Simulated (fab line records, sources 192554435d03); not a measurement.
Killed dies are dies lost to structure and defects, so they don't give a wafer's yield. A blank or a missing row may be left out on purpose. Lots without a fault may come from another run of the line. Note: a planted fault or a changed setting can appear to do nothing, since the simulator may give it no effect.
Chamber matching / flow n5-finfet / N5_BEOL_M2_ETCH_74 on rie-diel-01 has 4 sister chambers
The step etches underlayer in N2/H2, target depth 6.5 nm, time 5.2 s. 4 wafers are shown with their chamber, then 7 later ones without.

== WAFERS PAIRED WITH THEIR CHAMBERS ==
wafer=L077.3; chamber=3; showerhead-plenum-p-Torr (Torr)=2.48
wafer=L080.3; chamber=2; showerhead-plenum-p-Torr (Torr)=2.53
wafer=L093.1; chamber=0; showerhead-plenum-p-Torr (Torr)=2.46
wafer=L093.3; chamber=1; showerhead-plenum-p-Torr (Torr)=2.58

== WAFERS WHOSE CHAMBER IS MISSING ==
wafer=L093.4; showerhead-plenum-p-Torr (Torr)=2.47
wafer=L094.1; showerhead-plenum-p-Torr (Torr)=2.58
wafer=L094.5; showerhead-plenum-p-Torr (Torr)=2.58
wafer=L094.6; showerhead-plenum-p-Torr (Torr)=2.46
wafer=L095.2; showerhead-plenum-p-Torr (Torr)=2.58
wafer=L095.3; showerhead-plenum-p-Torr (Torr)=2.52
wafer=L095.5; showerhead-plenum-p-Torr (Torr)=2.52

== THE CHAMBER EACH PASSED THROUGH ==
wafer=L093.4; from the rows above=can't be placed: 3 or 0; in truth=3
wafer=L094.1; from the rows above=1; in truth=1
wafer=L094.5; from the rows above=1; in truth=1
wafer=L094.6; from the rows above=0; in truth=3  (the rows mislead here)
wafer=L095.2; from the rows above=1; in truth=1
wafer=L095.3; from the rows above=2; in truth=2
wafer=L095.5; from the rows above=2; in truth=2
Placed correctly: 5 of 7. Cannot be placed on the basis of these rows: 1; the candidates contain the true chamber in 1. Number placed wrongly: 1.
How it was worked out, from the rows above alone: a wafer's distance from a chamber is the root of the sum, over the readings, of the square of ((its reading less the chamber's mean) divided by the reading's scatter). The wafer belongs to the nearest chamber; if the next one is less than 2 further off, it can't be placed. For every chamber, the mean is computed from those of its wafers that are shown. The scatter: root of mean squared gap, hidden wafer to nearest shown wafer, with one shown wafer a chamber.
